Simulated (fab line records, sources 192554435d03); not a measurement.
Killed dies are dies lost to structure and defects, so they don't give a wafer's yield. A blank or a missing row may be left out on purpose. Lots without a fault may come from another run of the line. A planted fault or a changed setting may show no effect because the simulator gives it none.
Problem report in the 8D (eight disciplines) form, filled by code | flow n5_finfet | the parts of the form that need people (team, actions taken, sign-off) are left out

1. THE PROBLEM
M11_ILD_THK at N5_BEOL_M11_THK_MEAS_01 reads a mean of 451 nm on 3 wafers of 3 lots; wafers without a fault read 268 nm with a standard deviation of 3.3. That is +56 standard deviations from the usual mean.
First seen on wafer L991.3, day 15 13:39, on film_metro-01. The record holds 25 wafers of 10 lots with a number at this step. Rule for "out", or "out of limits": more than 4 standard deviations from the usual mean. The other wafers with a number count as sound.

2. WHAT IT IS AND WHAT IT IS NOT
question                    | is                     | is not
which readings at this step | M11_ILD_THK            | -
which lots                  | L988, L990, L991       | L971, L974, L978, L982, L989, L992, L993
which wafers of those lots  | L988.3, L990.3, L991.3 | L988.1, L990.1, L991.1
read on which gauges        | film_metro-01          | film_metro-02
when                        | from day 15 13:39      | up to then (14 sound wafers); but 8 sound wafers of L988, L990, L992, L993 came after

3. SUSPECTS, AND WHAT RULES EACH OUT
Counting: a tool at a process step up to the reading stays a suspect if it ran every lot that is out. Sound lots after the first of them don't rule it out here, since some wafers of a struck lot are sound.
- the gauge at N5_BEOL_M11_THK_MEAS_01: ruled out. All the wafers that are out were read on film_metro-01, but those of them that N5_BEOL_M11_ILD_DEP_00 has rows for are out there too, on other tools.
- ald_metal-04 at N5_BEOL_M10_ALD_74 (deposits TaN, target thk 2 nm, pulse time 2 s, purge time 3 s): kept. It ran every lot that is out, first L991 (day 15 11:18); its last sound lot up to then is L989 (day 15 02:09).
- pecvd-01 at N5_BEOL_M11_ILD_DEP_00 (deposits SiCOH lowk from DEMS/porogen, target thk 308.51 nm, time 58 s): kept. It ran every lot that is out, first L991 (day 15 13:04); its last sound lot up to then is L982 (day 13 11:00). Its own readings are out on those wafers: run_length_s.
Left after counting: ald_metal-04 at N5_BEOL_M10_ALD_74, pecvd-01 at N5_BEOL_M11_ILD_DEP_00.

4. THE CAUSE (what the simulator had put in)
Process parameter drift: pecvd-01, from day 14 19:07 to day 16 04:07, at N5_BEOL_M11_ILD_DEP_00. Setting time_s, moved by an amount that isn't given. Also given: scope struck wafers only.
Counting left 2 suspects, and this tool is among them.

5. THE CHAIN OF EFFECTS, in route order
Each row: a reading whose mean over the struck wafers that have a number lies more than 3 standard deviations from the usual. Only readings for which the record gives a usual standard deviation are gone through. hours: the time from each lot's start at the first step in this table that gives one to its start at this step, as a median over the lots. sigmas: the change in usual standard deviations.
hours | step                    | reading              | usual   | on struck wafers | change | sigmas
0     | N5_BEOL_M11_ILD_DEP_00  | run_length_s         | 101.1 s | 140.5            | +39.4  | +74
1     | N5_BEOL_M11_THK_MEAS_01 | M11_ILD_THK          | 268 nm  | 451              | +183   | +56
57    | N5_PASSIVATION_PROBE_49 | defect_limited_yield | 91.2 %  | 0.0              | -91.2  | -57
57    | N5_PASSIVATION_PROBE_49 | killed_at_M4_up      | 14      | 1086             | +1072  | +99 or more
57    | N5_PASSIVATION_PROBE_49 | killed_dies          | 104     | 1180             | +1076  | +60
57    | N5_PASSIVATION_PROBE_49 | killed_on_rim        | 14      | 152              | +138   | +30
57    | N5_PASSIVATION_PROBE_49 | sort_bin_5_function  | 5.1 %   | 96.3             | +91.2  | +83
57    | N5_PASSIVATION_PROBE_49 | sort_n_pass          | 1076    | 0                | -1076  | -60
57    | N5_PASSIVATION_PROBE_49 | sort_yield_pct       | 91.2 %  | 0.0              | -91.2  | -57
The process steps in it:
- N5_BEOL_M11_ILD_DEP_00: deposits SiCOH lowk from DEMS/porogen, target thk 308.51 nm, time 58 s.
- N5_PASSIVATION_PROBE_49

6. WHAT WOULD HAVE CAUGHT IT SOONER
In this record the first reading out of limits at a measuring or inspecting step was taken at day 15 13:39, 19 hours after the fault began at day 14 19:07.
The tool's own readings at N5_BEOL_M11_ILD_DEP_00 were out on every struck wafer that the step has a row for (run_length_s): an alarm limit on them would have fired on the first of those.
Of the lots that are out (3), L990, L988 began N5_BEOL_M11_ILD_DEP_00 on pecvd-01 after day 15 13:39. A hold on the tool at that time would have spared those 2.
